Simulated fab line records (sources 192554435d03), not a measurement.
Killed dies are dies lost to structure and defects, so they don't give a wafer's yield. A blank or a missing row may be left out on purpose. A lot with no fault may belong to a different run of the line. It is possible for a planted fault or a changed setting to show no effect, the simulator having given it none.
Chamber matching || flow n5-finfet || 4 sister chambers for N5_BEOL_M14_TRENCH_ETCH_34 on rie-diel-03
The step etches SiO2 in C4F8/O2/Ar, target depth 556.65 nm, time 126.9 s. 14 wafers are shown with their chamber, then 7 later ones without.

== WAFERS WITH THEIR CHAMBER ==
{"wafer": "L080.2", "chamber": 3, "rf-vpp-V (V)": 2200, "throttle-valve-pct (%)": 31.13, "drypump-motor-current-A (A)": 6.0}
{"wafer": "L080.4", "chamber": 2, "rf-vpp-V (V)": 2185, "throttle-valve-pct (%)": 31.45, "drypump-motor-current-A (A)": 5.0}
{"wafer": "L080.5", "chamber": 0, "rf-vpp-V (V)": 2243, "throttle-valve-pct (%)": 30.52, "drypump-motor-current-A (A)": 5.2}
{"wafer": "L083.1", "chamber": 0, "rf-vpp-V (V)": 2241, "throttle-valve-pct (%)": 30.51, "drypump-motor-current-A (A)": 5.2}
{"wafer": "L083.5", "chamber": 0, "rf-vpp-V (V)": 2242, "throttle-valve-pct (%)": 30.52, "drypump-motor-current-A (A)": 5.2}
{"wafer": "L083.6", "chamber": 1, "rf-vpp-V (V)": 2223, "throttle-valve-pct (%)": 30.77, "drypump-motor-current-A (A)": 5.5}
{"wafer": "L081.1", "chamber": 3, "rf-vpp-V (V)": 2199, "throttle-valve-pct (%)": 31.11, "drypump-motor-current-A (A)": 6.0}
{"wafer": "L081.4", "chamber": 2, "rf-vpp-V (V)": 2186, "throttle-valve-pct (%)": 31.43, "drypump-motor-current-A (A)": 5.0}
{"wafer": "L081.5", "chamber": 3, "rf-vpp-V (V)": 2199, "throttle-valve-pct (%)": 31.11, "drypump-motor-current-A (A)": 5.9}
{"wafer": "L087.2", "chamber": 2, "rf-vpp-V (V)": 2184, "throttle-valve-pct (%)": 31.45, "drypump-motor-current-A (A)": 5.0}
{"wafer": "L087.3", "chamber": 1, "rf-vpp-V (V)": 2223, "throttle-valve-pct (%)": 30.81, "drypump-motor-current-A (A)": 5.5}
{"wafer": "L087.5", "chamber": 2, "rf-vpp-V (V)": 2185, "throttle-valve-pct (%)": 31.46, "drypump-motor-current-A (A)": 5.0}
{"wafer": "L089.1", "chamber": 0, "rf-vpp-V (V)": 2243, "throttle-valve-pct (%)": 30.52, "drypump-motor-current-A (A)": 5.2}
{"wafer": "L089.5", "chamber": 2, "rf-vpp-V (V)": 2183, "throttle-valve-pct (%)": 31.44, "drypump-motor-current-A (A)": 5.0}

SIGNATURES, as means of the wafers listed above
{"reading": "rf-vpp-V", "chamber 0": 2242.25, "chamber 1": 2223.00, "chamber 2": 2184.60, "chamber 3": 2199.33, "scatter within a chamber": 0.928}
{"reading": "throttle-valve-pct", "chamber 0": 30.5175, "chamber 1": 30.7900, "chamber 2": 31.4460, "chamber 3": 31.1167, "scatter within a chamber": 0.0129}
{"reading": "drypump-motor-current-A", "chamber 0": 5.200, "chamber 1": 5.500, "chamber 2": 5.000, "chamber 3": 5.967, "scatter within a chamber": 0.0258}
Rule: a wafer's distance from a chamber is the root of the sum, over the readings, of the square of ((its reading less the chamber's mean) divided by the reading's scatter). The wafer belongs to the nearest chamber; if the next one is less than 2 further off, it can't be placed. The scatter: take each reading less its chamber's mean, square it, sum over the shown wafers, divide by the number of wafers less the number of chambers, and take the root.

== WAFERS WITH NO CHAMBER GIVEN ==
{"wafer": "L089.6", "rf-vpp-V (V)": 2223, "throttle-valve-pct (%)": 30.79, "drypump-motor-current-A (A)": 5.5}
{"wafer": "L088.1", "rf-vpp-V (V)": 2243, "throttle-valve-pct (%)": 30.52, "drypump-motor-current-A (A)": 5.2}
{"wafer": "L088.4", "rf-vpp-V (V)": 2200, "throttle-valve-pct (%)": 31.13, "drypump-motor-current-A (A)": 5.9}
{"wafer": "L088.5", "rf-vpp-V (V)": 2243, "throttle-valve-pct (%)": 30.52, "drypump-motor-current-A (A)": 5.2}
{"wafer": "L094.1", "rf-vpp-V (V)": 2198, "throttle-valve-pct (%)": 31.14, "drypump-motor-current-A (A)": 6.0}
{"wafer": "L094.5", "rf-vpp-V (V)": 2222, "throttle-valve-pct (%)": 30.41, "drypump-motor-current-A (A)": 5.5}
{"wafer": "L094.6", "rf-vpp-V (V)": 2185, "throttle-valve-pct (%)": 31.48, "drypump-motor-current-A (A)": 5.0}

== WHICH CHAMBER EACH ONE RAN IN ==
{"wafer": "L089.6", "from the rows above": 1, "in truth": 1}
{"wafer": "L088.1", "from the rows above": 0, "in truth": 0}
{"wafer": "L088.4", "from the rows above": 3, "in truth": 3}
{"wafer": "L088.5", "from the rows above": 0, "in truth": 0}
{"wafer": "L094.1", "from the rows above": 3, "in truth": 3}
{"wafer": "L094.5", "from the rows above": 0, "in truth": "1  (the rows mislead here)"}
{"wafer": "L094.6", "from the rows above": 2, "in truth": 2}
6 of 7 placed correctly. Can't be placed from these rows: 0. 1 placed wrongly.
